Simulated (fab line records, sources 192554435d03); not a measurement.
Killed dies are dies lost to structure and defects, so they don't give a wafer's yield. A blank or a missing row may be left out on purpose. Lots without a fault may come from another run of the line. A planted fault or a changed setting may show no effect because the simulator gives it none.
fab line records | flow n5_finfet
record lots=7 wafers=21
route steps=1938 shown SD_EPI_N@288 SD_EPI_P@321 SD_ACTIVATION@330 SDB@350 HKMG_FIN@406 MOL_CONTACT_COAG@570 BEOL_M0_SAQP@643 BEOL_M1@770 BEOL_M4@1023
start_h: hours from the record's first day to the start of the lot's first wafer shown | wait_h: hours since the lot's step before | " the same as in the row above | L1.1+2: a row that stands for several wafers | - no value, or no start given | * or withheld: withheld | < > ~ a bound
route shown NAME@n: a module of which the file shows steps, and the number in the route of the first | usual: mean/standard deviation of fault-free wafers | same: alike in all rows | chamber/n: place in a boat | sites: the reading at each site | _std_site: their standard deviation | _edge_site: outer sites' mean less inner sites' | radius_mm: how far each site lies from the wafer's centre | mask NAME#n: copy n | behind: the tool/chamber that last shaped the wafer | hold: why the lot was held/for how many hours/how that ended | device: the transistor (n, p or np) that didn't switch | end of line: the same wafers' tests at the end of the route | a step without rows: its recipe alone | killed: dies lost to structure and defects at the first sort, not the wafer's yield | map: a wafer's dies, x killed, . not, _ none there
set.NAME: the setting as run; set.NAME@STEP: as run at that earlier step | model.NAME: the simulator's own value behind a step, which no gauge read
lots whose settings were changed on purpose; a table a step, a row a wafer
## steps
# step N5_SD_EPI_N_EPI_21
# recipe material=Si:P dopant=P temp_c=680 pressure_torr=255 time_s=690
# columns lot.wafer tool chamber start_h wait_h set.temp_c model.Si-P_of_SD_EPI_N_EPI_21.thk_nm
L074.2 epi_rpcvd-01 0 51.36 0.4 678.7 58.6
L074.3 " 0 " " 678.7 57.4
L074.4 " 0 " " 678.7 58
L075.3 epi_rpcvd-02 0 60.54 0.7 680 59.2
L075.4 " 0 " " 680 59
L075.5 " 0 " " 680 58.2
L076.2 epi_rpcvd-01 0 63.68 0.4 680 59
L076.5 " 0 " " 682 61.8
L076.6 " 0 " " 682 61.6
L087.1 epi_rpcvd-02 0 131.38 0.4 684.1 64.8
L087.2 " 0 " " 684.1 64.4
L087.4 " 0 133.37 2.1 680 59
L094.1 epi_rpcvd-03 0 171.59 0.1 680 59.8
L094.2 " 0 " " 680 59.4
L094.5 " 0 " " 680 60
L093.2 epi_rpcvd-02 0 171.59 0.7 683.4 63.4
L093.3+4 " 0 " " 683.4 63
L095.3+4 epi_rpcvd-03 0 178.18 0.7 680 58.8
L095.5 " 0 " " 680 59
# step N5_SD_EPI_N_PRECLEAN_24
# recipe chemistry=O3/DIW time_s=60 temp_c=22 o3_ppm=10
# step N5_SD_EPI_P_EPI_21
# recipe material=SiGe:B dopant=B temp_c=550 pressure_torr=20 ambient=H2 time_s=355
# step N5_SD_EPI_P_HM_STRIP_48
# recipe chemistry=H3PO4 temp_c=160 material=SiNx target=SiNx target_depth_a=30 overetch_fraction=0.3
# columns lot.wafer tool chamber start_h wait_h set.temp_c@SD_EPI_N_EPI_21 model.Si-P_of_SD_EPI_N_EPI_21.thk_nm
L074.2 wet_bench-05 6 57.51 0.0 678.7 57.8
L074.3 " 7 " " 678.7 56.8
L074.4 " 2 " " 678.7 57.4
L075.3 wet_bench-05 5 66.39 0.0 680 58.6
L075.4 " 1 " " 680 58.2
L075.5 " 0 " " 680 57.4
L076.2 wet_bench-06 1 70.28 0.0 680 58.4
L076.5+6 " 5,2 " " 682 61
L087.1 wet_bench-04 2 142.43 0.0 684.1 64
L087.2 " 1 " " 684.1 63.6
L087.4 " 7 " " 680 58.4
L093.2 wet_bench-06 7 178.95 0.0 683.4 62.6
L093.3+4 " 2,3 " " 683.4 62.4
L094.1+5 wet_bench-04 3,2 180.55 0.0 680 59.2
L094.2 " 1 " " 680 58.8
L095.3 wet_bench-06 7 184.27 0.0 680 58.2
L095.4 " 0 " " 680 58
L095.5 " 4 " " 680 58.4
# step N5_SD_EPI_P_SRD_49
# recipe dry=ipa_marangoni time_s=30 temp_c=23 rinse_liquid=diw
# step N5_SD_EPI_P_PRECLEAN_24
# recipe chemistry=O3/DIW time_s=45 temp_c=22 o3_ppm=10
# columns lot.wafer tool chamber start_h wait_h set.temp_c@SD_EPI_N_EPI_21 model.Si-P_of_SD_EPI_N_EPI_21.thk_nm
L074.2 wet_bench-05 6 57.59 0.0 678.7 57.8
L074.3 " 7 " " 678.7 56.6
L074.4 " 2 " " 678.7 57.2
L075.3 wet_bench-05 5 66.47 0.0 680 58.4
L075.4 " 1 " " 680 58.2
L075.5 " 0 " " 680 57.4
L076.2 wet_bench-06 1 70.36 0.0 680 58.2
L076.5 " 5 " " 682 61
L076.6 " 2 " " 682 60.8
L087.1 wet_bench-04 2 142.57 0.0 684.1 63.8
L087.2 " 1 " " 684.1 63.4
L087.4 " 7 " " 680 58.2
L093.2 wet_bench-06 7 179.02 0.0 683.4 62.4
L093.3+4 " 2,3 " " 683.4 62.2
L094.1 wet_bench-04 3 180.69 0.0 680 59
L094.2 " 1 " " 680 58.6
L094.5 " 2 " " 680 59.2
L095.3+4 wet_bench-06 7,0 184.41 0.0 680 58
L095.5 " 4 " " 680 58.2
# step N5_SD_EPI_P_PRECLEAN_32
# recipe chemistry=dHF time_s=10 dilution=500:1 temp_c=25
# step N5_SD_EPI_P_PRECLEAN_33
# recipe chemistry=SC2 time_s=45 temp_c=35 mix=1:1:50
# step N5_SD_ACTIVATION_RTA_00
# recipe temp_c=975 time_s=0 ambient=N2 idle_temp_c=600 ramp_up_c_per_s=150 ramp_down_c_per_s=60 cool_to_c=600
# step N5_SD_ACTIVATION_LSA_01
# recipe temp_c=1080 time_s=0.0008 ambient=N2
# step N5_SD_ACTIVATION_RS_MEAS_03
# recipe thk_meas_gauge=four-point-probe
# usual RS_SD_N=21.93/0.28 RS_SD_P=56.3/0.9
# columns lot.wafer tool chamber start_h wait_h set.temp_c@SD_EPI_N_EPI_21 RS_SD_N[ohm/sq] RS_SD_P[ohm/sq]
L074.2 film_metro-02 - 58.13 0.2 678.7 21.95 54.0
L074.3 " - " " 678.7 22.27 54.7
L074.4 " - " " 678.7 22.07 55.3
L075.3 film_metro-01 - 67.01 0.2 680 21.95 57.0
L075.4 " - " " 680 22.35 57.4
L075.5 " - " " 680 22.37 56.3
L076.2 film_metro-01 - 70.99 0.2 680 21.65 57.4
L076.5 " - " " 682 21.04 56.3
L076.6 " - " " 682 21.06 55.8
L087.1 film_metro-02 - 143.13 0.2 684.1 19.96 58.4
L087.2 " - " " 684.1 20.19 56.7
L087.4 " - " " 680 22.17 57.6
L093.2 film_metro-02 - 179.61 0.2 683.4 20.54 56.0
L093.3 " - " " 683.4 20.66 55.7
L093.4 " - " " 683.4 20.62 54.6
L094.1 film_metro-02 - 181.33 0.2 680 21.41 56.8
L094.2 " - " " 680 21.74 56.3
L094.5 " - " " 680 21.60 56.2
L095.3 film_metro-01 - 185.00 0.2 680 22.05 55.1
L095.4 " - " " 680 22.11 56.3
L095.5 " - " " 680 22.08 55.7
# step N5_SDB_COAT_05
# recipe resist=CAR-ArF spin_rpm=1500 resist_thk_nm=90
# columns lot.wafer tool chamber start_h wait_h set.spin_rpm model.CAR-ArF_of_SDB_COAT_05.thk_nm
L074.2+3 litho_track-02 0 - - 1500 89.8
L074.4 " 0 " " 1500 90
L075.3 litho_track-02 0 - - 1500 90.4
L075.4 " 0 " " 1500 89.8
L075.5 " 0 " " 1617 86.8
L076.2 litho_track-04 0 - - 1500 90.4
L076.5 " 0 " " 1382 93.6
L076.6 " 0 " " 1500 90.2
L087.1 litho_track-02 0 - - 1500 89.8
L087.2+4 " 0 " " 1500 90
L093.2+3 litho_track-05 0 - - 1578 87.4
L093.4 " 0 " " 1500 89.8
L094.1+2 litho_track-05 0 - - 1500 90.2
L094.5 " 0 " " 1444 92
L095.3 litho_track-02 0 - - 1500 89.6
L095.4+5 " 0 " " 1500 89.8
# step N5_SDB_EBR_07
# recipe solvent=PGMEA ebr_width_mm=1.5
# step N5_SDB_SOFTBAKE_06
# recipe temp_c=110 time_s=60 resist=CAR-ArF
# step N5_SDB_EXPOSE_08
# recipe mask_id=SDB na=1.35 source_shape=conventional sigma_outer=0.5 polarization=unpolarized dose_mj=49.6
# step N5_SDB_PEB_09
# recipe peb_temp_c=withheld peb_time_s=60 resist=CAR-ArF
# step N5_SDB_DEVELOP_10
# recipe develop_time_s=30 developer=TMAH resist=CAR-ArF rinse_liquid=diw dry=air_spin dev_temp_c=23
# columns lot.wafer tool chamber start_h wait_h set.spin_rpm@SDB_COAT_05 model.CAR-ArF_of_SDB_COAT_05.thk_nm
L074.2+3+4 litho_track-02 0 - - 1500 88.2
L075.3 litho_track-05 0 - - 1500 88.6
L075.4 " 0 " " 1500 88.2
L075.5 " 0 " " 1617 85.2
L076.2+6 litho_track-04 0 - - 1500 88.6
L076.5 " 0 " " 1382 91.8
L087.1+4 litho_track-04 0 - - 1500 88.2
L087.2 " 0 " " 1500 88.4
L093.2+3 litho_track-05 0 - - 1578 85.8
L093.4 " 0 " " 1500 88.2
L094.1+2 litho_track-02 0 - - 1500 88.4
L094.5 " 0 " " 1444 90.2
L095.3 litho_track-02 0 - - 1500 87.8
L095.4+5 " 0 " " 1500 88
# step N5_SDB_DESCUM_16
# recipe chemistry=O2 time_s=7.9 source_power_w=50 bias_power_w=20 pressure_mtorr=20 rf_frequency_hz=2.712e+07 temp_c=40 resist=CAR-ArF o2_flow_sccm=225
# step N5_SDB_ETCH_17
# recipe chemistry=CF4 target=SiARC target_depth_a=234 mask_material=CAR-ArF time_s=39 ion_energy_ev=80 pressure_mtorr=40 source_w=545 bias_w=36 Ar_flow_sccm=100 cf4_flow_sccm=100 ends=cleared
# columns lot.wafer tool chamber start_h wait_h set.spin_rpm@SDB_COAT_05 model.CAR-ArF_of_SDB_COAT_05.thk_nm
L074.2 rie_diel-04 1 65.19 0.0 1500 66.4
L074.3+4 " 1,0 " " 1500 66.6
L075.3 rie_diel-04 0 74.49 0.0 1500 67
L075.4 " 2 " " 1500 66.6
L075.5 " 3 " " 1617 63.4
L076.2+6 rie_diel-06 1,0 78.18 0.0 1500 67
L076.5 " 3 " " 1382 70.2
L087.1+4 rie_diel-05 2,1 150.55 0.0 1500 66.6
L087.2 " 0 " " 1500 66.8
L093.2+3 rie_diel-06 3,0 187.16 0.0 1578 64
L093.4 " 2 " " 1500 66.6
L094.1+2 rie_diel-04 2,3 189.20 0.0 1500 66.8
L094.5 " 2 " " 1444 68.6
L095.3 rie_diel-04 1 193.25 0.0 1500 66.2
L095.4+5 " 0,1 " " 1500 66.4
# step N5_HKMG_FIN_ETCH_58
# recipe chemistry=N2/H2 target=SOC target_depth_a=2158 ion_energy_ev=50 bias_w=13 time_s=741 pressure_mtorr=30 source_w=875 n2_flow_sccm=200 h2_flow_sccm=200
# usual rf_vpp_V=99.1/1
# columns lot.wafer tool chamber start_h wait_h set.source_w rf_vpp_V model.HKMG_FIN.feature_depth_nm model.SOC_of_HKMG_FIN_COAT_41.thk_nm model.etch.depth_nm
L074.2 rie_diel-04 0 71.65 0.0 875 100.0 208.4 93.2 208.3
L074.3 " 3 " " 875 99.3 219.6 80.6 219.6
L074.4 " 1 " " 726.7 104.6 181.8 120 181.8
L075.3 rie_diel-04 0 80.91 0.0 783.5 104.5 188.2 111.4 188.3
L075.4 " 3 " " 875 100.2 219.2 80.2 219.1
L075.5 " 1 " " 875 99.4 212.2 87.8 212.2
L076.2 rie_diel-04 0 84.07 0.0 875 99.5 204.8 95.6 204.8
L076.5 " 3 " " 803.6 101.6 203.6 97 203.7
L076.6 " 1 " " 803.6 101.1 197.6 102.4 197.5
L087.1 rie_diel-06 2 156.46 0.0 875 98.8 217 83.2 217.1
L087.2 " 0 " " 991 94.3 238.8 60.6 238.7
L087.4 " 2 " " 991 96.0 242.8 55.2 242.8
L093.2 rie_diel-05 0 193.92 0.0 1032 93.6 254.4 45 254.3
L093.3 " 3 " " 1032 93.4 235.8 63.6 235.8
L093.4 " 2 " " 875 100.6 207.8 90.8 207.9
L094.1 rie_diel-05 1 197.11 0.0 875 99.2 213.6 86.2 213.6
L094.2 " 3 " " 1003 94.1 231.2 68.4 231.3
L094.5 " 3 " " 875 96.7 205.6 94.2 205.6
L095.3 rie_diel-05 1 199.22 0.0 875 99.6 214.8 85 214.8
L095.4 " 3 " " 875 98.2 203.4 96.2 203.5
L095.5 " 3 " " 875 99.2 206.4 93.6 206.4
# step N5_HKMG_FIN_COAT_66
# recipe resist=SOC temp_c=250 time_s=60 spin_rpm=1500 resist_thk_nm=300
# columns lot.wafer tool chamber start_h wait_h set.spin_rpm model.SOC_of_HKMG_FIN_COAT_66.thk_nm
L074.2 litho_track-04 0 77.37 0.2 1363 314.8
L074.3 " 0 " " 1500 300.4
L074.4 " 0 " " 1500 300.6
L075.3 litho_track-01 0 86.74 0.2 1608 290.6
L075.4 " 0 " " 1500 301.2
L075.5 " 0 " " 1608 289.4
L076.2 litho_track-01 0 89.52 0.2 1500 299
L076.5 " 0 " " 1500 299.8
L076.6 " 0 " " 1500 300.2
L087.1 litho_track-03 0 161.75 0.2 1616 287.6
L087.2 " 0 " " 1616 288
L087.4 " 0 " " 1500 299.2
L093.2 litho_track-01 0 199.72 0.2 1651 286.8
L093.3 " 0 " " 1500 300.4
L093.4 " 0 " " 1500 300.2
L094.1 litho_track-04 0 202.84 0.2 1500 299.6
L094.2 " 0 " " 1629 287.2
L094.5 " 0 " " 1500 299.8
L095.3 litho_track-01 0 205.21 0.2 1500 300.2
L095.4 " 0 " " 1500 299.6
L095.5 " 0 " " 1500 300
# step N5_MOL_CONTACT_COAG_EXPOSE_81
# recipe mask_id=VG na=0.33 source_shape=annular sigma_inner=0.3 sigma_outer=0.7 polarization=unpolarized defocus_nm=0 dose_mj=59.5
# columns lot.wafer tool chamber start_h wait_h mask set.dose_mj
L074.2+3 euv_scanner-01 0 98.16 - VG#0 59.5
L074.4 " 0 " " VG#0 60.94
L075.3 euv_scanner-02 0 105.63 - VG#0 63.25
L075.4+5 " 0 " " VG#0 59.5
L076.2+6 euv_scanner-01 0 111.22 - VG#0 56.99
L076.5 " 0 " " VG#0 59.5
L087.1 euv_scanner-02 0 184.36 - VG#0 62.62
L087.2+4 " 0 " " VG#0 59.5
L093.2+3+4 euv_scanner-02 0 220.98 - VG#0 59.5
L094.1 euv_scanner-01 0 224.66 - VG#0 59.5
L094.2+5 " 0 " " VG#0 57.08
L095.3+4+5 euv_scanner-01 0 226.01 - VG#0 59.5
# step N5_MOL_CONTACT_COAG_PEB_82
# recipe peb_temp_c=100 peb_time_s=60 resist=CAR-EUV
# step N5_MOL_CONTACT_COAG_DEVELOP_83
# recipe develop_time_s=30 developer=TMAH resist=CAR-EUV rinse_liquid=surfactant_rinse dry=air_spin dev_temp_c=23
# step N5_MOL_CONTACT_COAG_CD_MEAS_84
# recipe target_cd_nm=25.1 landing_energy_ev=500 detector=se_inlens polarity=opening
# usual cd_nm=25.05/0.22
# columns lot.wafer tool chamber start_h wait_h set.dose_mj@MOL_CONTACT_COAG_EXPOSE_81 cd_nm
L074.2 cd_sem-01 0 98.30 - 59.5 24.79
L074.3 " 0 " " 59.5 25.15
L074.4 " 0 " " 60.94 25.61
L075.3 cd_sem-03 0 105.76 - 63.25 26.29
L075.4 " 0 " " 59.5 24.95
L075.5 " 0 " " 59.5 24.64
L076.2 cd_sem-01 0 111.35 - 56.99 23.95
L076.5 " 0 " " 59.5 24.86
L076.6 " 0 " " 56.99 24.37
L087.1 cd_sem-01 0 184.50 - 62.62 26.08
L087.2 " 0 " " 59.5 25.15
L087.4 " 0 " " 59.5 25.33
L093.2 cd_sem-02 0 221.12 - 59.5 25.10
L093.3 " 0 " " 59.5 24.51
L093.4 " 0 " " 59.5 25.44
L094.1 cd_sem-02 0 224.80 - 59.5 25.34
L094.2 " 0 " " 57.08 24.60
L094.5 " 0 " " 57.08 24.22
L095.3 cd_sem-01 0 226.13 - 59.5 24.95
L095.4 " 0 " " 59.5 24.83
L095.5 " 0 " " 59.5 25.22
# step N5_MOL_CONTACT_COAG_PRECLEAN_144
# recipe chemistry=alkaline_clean temp_c=60 time_s=60 do_ppb=50
# step N5_MOL_CONTACT_COAG_SRD_145
# recipe dry=ipa_marangoni time_s=30 temp_c=23 rinse_liquid=diw
# step N5_MOL_CONTACT_COAG_CD_MEAS_137
# recipe target_cd_nm=16
# usual cd_nm=16.0/0.31
# columns lot.wafer tool chamber start_h wait_h set.dose_mj@MOL_CONTACT_COAG_EXPOSE_81 cd_nm
L074.2 cd_sem-01 - 99.92 0.0 59.5 15.9
L074.3 " - " " 59.5 16.0
L074.4 " - " " 60.94 16.9
L075.3 cd_sem-02 - 106.74 0.0 63.25 17.0
L075.4 " - " " 59.5 15.5
L075.5 " - " " 59.5 15.9
L076.2 cd_sem-03 - 112.44 0.0 56.99 14.9
L076.5 " - " " 59.5 15.6
L076.6 " - " " 56.99 14.6
L087.1 cd_sem-02 - 186.19 0.0 62.62 17.3
L087.2 " - " " 59.5 16.1
L087.4 " - " " 59.5 15.5
L093.2 cd_sem-03 - 222.65 0.0 59.5 16.1
L093.3 " - " " 59.5 16.0
L093.4 " - " " 59.5 15.7
L094.1 cd_sem-01 - 225.73 0.0 59.5 15.9
L094.2 " - " " 57.08 15.2
L094.5 " - " " 57.08 15.4
L095.3 cd_sem-02 - 227.48 0.0 59.5 15.7
L095.4 " - " " 59.5 15.8
L095.5 " - " " 59.5 15.8
# step N5_BEOL_M0_SAQP_COAT_08
# recipe resist=CAR-ArF spin_rpm=1500 resist_thk_nm=90
# columns lot.wafer tool chamber start_h wait_h set.spin_rpm model.CAR-ArF_of_BEOL_M0_SAQP_COAT_08.thk_nm
L074.2 litho_track-02 0 - - 1500 89.8
L074.3+4 " 0 " " 1407 93
L075.3 litho_track-01 0 - - 1662 85.6
L075.4+5 " 0 " " 1500 90
L076.2+5 litho_track-03 0 - - 1397 93.2
L076.6 " 0 " " 1500 90
L087.1 litho_track-03 0 - - 1615 86.6
L087.2 " 0 " " 1500 89.6
L087.4 " 0 " " 1615 86.4
L093.2 litho_track-03 0 - - 1500 89.6
L093.3 " 0 " " 1544 88.6
L093.4 " 0 " " 1544 88.4
L094.1+5 litho_track-03 0 - - 1500 89.8
L094.2 " 0 " " 1419 92.8
L095.3 litho_track-01 0 - - 1500 90
L095.4 " 0 " " 1500 89.4
L095.5 " 0 " " 1500 89.8
# step N5_BEOL_M0_SAQP_EBR_10
# recipe solvent=PGMEA ebr_width_mm=1.5
# step N5_BEOL_M0_SAQP_SOFTBAKE_09
# recipe temp_c=110 time_s=60 resist=CAR-ArF
# step N5_BEOL_M0_SAQP_EXPOSE_11
# recipe mask_id=M0_CORE na=1.35 source_shape=dipole sigma_inner=0.538 sigma_outer=0.738 polarization=te target_cd_nm=42 dose_mj=55
# step N5_BEOL_M0_SAQP_PEB_12
# recipe peb_temp_c=withheld peb_time_s=60 resist=CAR-ArF
# step N5_BEOL_M0_SAQP_DEVELOP_13
# recipe develop_time_s=30 developer=TMAH resist=CAR-ArF dev_temp_c=23 rinse_liquid=diw dry=air_spin
# columns lot.wafer tool chamber start_h wait_h set.spin_rpm@BEOL_M0_SAQP_COAT_08 model.CAR-ArF_of_BEOL_M0_SAQP_COAT_08.thk_nm
L074.2 litho_track-02 0 - - 1500 88
L074.3 " 0 " " 1407 91.2
L074.4 " 0 " " 1407 91.4
L075.3 litho_track-03 0 - - 1662 83.8
L075.4+5 " 0 " " 1500 88.2
L076.2 litho_track-01 0 - - 1397 91.6
L076.5 " 0 " " 1397 91.4
L076.6 " 0 " " 1500 88.4
L087.1 litho_track-02 0 - - 1615 85
L087.2 " 0 " " 1500 88
L087.4 " 0 " " 1615 84.6
L093.2 litho_track-02 0 - - 1500 88
L093.3 " 0 " " 1544 87
L093.4 " 0 " " 1544 86.8
L094.1 litho_track-01 0 - - 1500 88
L094.2 " 0 " " 1419 91.2
L094.5 " 0 " " 1500 88.2
L095.3 litho_track-03 0 - - 1500 88.4
L095.4 " 0 " " 1500 87.6
L095.5 " 0 " " 1500 88
# step N5_BEOL_M1_ETCH_64
# recipe chemistry=N2/H2 target=SOC target_depth_a=750 overetch_a=150 mask_material=SiARC temp_c=40 time_s=112.5 ion_energy_ev=200 pressure_mtorr=30 source_w=840 bias_w=150 n2_flow_sccm=200 h2_flow_sccm=200
# usual rf_vpp_V=525.2/2.1
# columns lot.wafer tool chamber start_h wait_h set.bias_w rf_vpp_V model.SiARC_of_BEOL_M1_COAT_62.thk_nm
L074.2 rie_diel-03 1 125.18 0.0 150 526.6 7
L074.3 " 3 " " 150 525.9 6.8
L074.4 " 0 " " 150 525.3 7
L075.3 rie_diel-03 3 129.47 0.0 158.9 545.9 6.4
L075.4 " 3 " " 150 527.2 6.8
L075.5 " 0 " " 150 523.3 7
L076.2 rie_diel-02 1 131.61 0.0 175.9 579.6 5.6
L076.5 " 1 " " 150 524.7 6.6
L076.6 " 0 " " 175.9 579.9 5.8
L087.1 rie_diel-02 3 208.68 0.0 150 529.3 7
L087.2 " 0 " " 132.6 486.2 7.8
L087.4 " 2 " " 132.6 482.8 8
L093.2 rie_diel-03 0 244.77 0.0 150 525.1 7.2
L093.3 " 2 " " 150 521.4 7
L093.4 " 3 " " 150 525.7 6.8
L094.1 rie_diel-01 2 248.72 0.0 158.1 542.8 6.4
L094.2 " 3 " " 158.1 541.4 6.6
L094.5 " 2 " " 150 525.0 6.6
L095.3 rie_diel-01 3 249.39 0.0 150 523.8 6.8
L095.4 " 1 " " 150 526.9 6.8
L095.5 " 2 " " 150 526.1 6.8
# step N5_BEOL_M4_PECVD_72
# recipe material=SiO2 target_thk_a=160 temp_c=400 precursor=TEOS/O2 pressure_torr=5.5 rf_w=450 teos_flow_sccm=53.8 gas=O2 flow_sccm=3000 time_s=18
# columns lot.wafer tool chamber start_h wait_h set.temp_c model.SiO2_of_BEOL_M4_PECVD_72.thk_nm
L074.2 pecvd-02 0 151.38 0.0 400 15.4
L074.3 " 1 " " 400 16
L074.4 " 2 " " 400 15.8
L075.3 pecvd-02 2 158.13 0.1 383 17.8
L075.4 " 0 " " 383 17.6
L075.5 " 0 " " 400 15.8
L076.2 pecvd-02 2 159.60 0.0 387.2 17
L076.5 " 2 " " 400 15.8
L076.6 " 0 " " 400 15.6
L087.1 pecvd-02 0 235.04 0.0 389.3 16.8
L087.2 " 1 " " 400 15.8
L087.4 " 2 " " 400 16
L093.2 pecvd-04 1 273.80 0.0 400 15.8
L093.3 " 2 " " 400 16
L093.4 " 2 " " 413.6 14.6
L094.1 pecvd-04 1 277.54 0.0 400 15.8
L094.2 " 0 " " 392.9 16.8
L094.5 " 2 " " 400 16.2
L095.3+4 pecvd-03 0 283.98 0.0 400 15.2
L095.5 " 1 " " 400 16.2
## key
split step=N5_SD_EPI_N_EPI_21 setting=temp_c stated=680 by=wafer
response step=N5_SD_EPI_N_EPI_21 reading=model.Si-P_of_SD_EPI_N_EPI_21.thk_nm change=+9.27 per=1% r=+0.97
response step=N5_SD_EPI_P_HM_STRIP_48 reading=model.Si-P_of_SD_EPI_N_EPI_21.thk_nm change=+8.93 per=1% r=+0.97
response step=N5_SD_EPI_P_PRECLEAN_24 reading=model.Si-P_of_SD_EPI_N_EPI_21.thk_nm change=+9 per=1% r=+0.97
response step=N5_SD_ACTIVATION_RS_MEAS_03 reading=RS_SD_N change=-3.2 per=1% r=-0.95
split step=N5_SDB_COAT_05 setting=spin_rpm stated=1500 by=wafer
response step=N5_SDB_COAT_05 reading=model.CAR-ArF_of_SDB_COAT_05.thk_nm change=-0.433 per=1% r=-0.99
response step=N5_SDB_DEVELOP_10 reading=model.CAR-ArF_of_SDB_COAT_05.thk_nm change=-0.424 per=1% r=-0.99
response step=N5_SDB_ETCH_17 reading=model.CAR-ArF_of_SDB_COAT_05.thk_nm change=-0.439 per=1% r=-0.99
split step=N5_HKMG_FIN_ETCH_58 setting=source_w stated=875 by=wafer
response step=N5_HKMG_FIN_ETCH_58 reading=rf_vpp_V change=-0.323 per=1% r=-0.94
response step=N5_HKMG_FIN_ETCH_58 reading=model.HKMG_FIN.feature_depth_nm change=+1.85 per=1% r=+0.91
response step=N5_HKMG_FIN_ETCH_58 reading=model.SOC_of_HKMG_FIN_COAT_41.thk_nm change=-1.86 per=1% r=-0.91
response step=N5_HKMG_FIN_ETCH_58 reading=model.etch.depth_nm change=+1.84 per=1% r=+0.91
split step=N5_HKMG_FIN_COAT_66 setting=spin_rpm stated=1500 by=wafer
response step=N5_HKMG_FIN_COAT_66 reading=model.SOC_of_HKMG_FIN_COAT_66.thk_nm change=-1.47 per=1% r=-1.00
split step=N5_MOL_CONTACT_COAG_EXPOSE_81 setting=dose_mj stated=59.5 by=wafer
response step=N5_MOL_CONTACT_COAG_CD_MEAS_84 reading=cd_nm change=+0.206 per=1% r=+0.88
response step=N5_MOL_CONTACT_COAG_CD_MEAS_137 reading=cd_nm change=+0.223 per=1% r=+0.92
split step=N5_BEOL_M0_SAQP_COAT_08 setting=spin_rpm stated=1500 by=wafer
response step=N5_BEOL_M0_SAQP_COAT_08 reading=model.CAR-ArF_of_BEOL_M0_SAQP_COAT_08.thk_nm change=-0.444 per=1% r=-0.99
response step=N5_BEOL_M0_SAQP_DEVELOP_13 reading=model.CAR-ArF_of_BEOL_M0_SAQP_COAT_08.thk_nm change=-0.448 per=1% r=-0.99
split step=N5_BEOL_M1_ETCH_64 setting=bias_w stated=150 by=wafer
response step=N5_BEOL_M1_ETCH_64 reading=rf_vpp_V change=+3.39 per=1% r=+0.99
response step=N5_BEOL_M1_ETCH_64 reading=model.SiARC_of_BEOL_M1_COAT_62.thk_nm change=-0.0593 per=1% r=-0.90
split step=N5_BEOL_M4_PECVD_72 setting=temp_c stated=400 by=wafer
response step=N5_BEOL_M4_PECVD_72 reading=model.SiO2_of_BEOL_M4_PECVD_72.thk_nm change=-0.408 per=1% r=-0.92
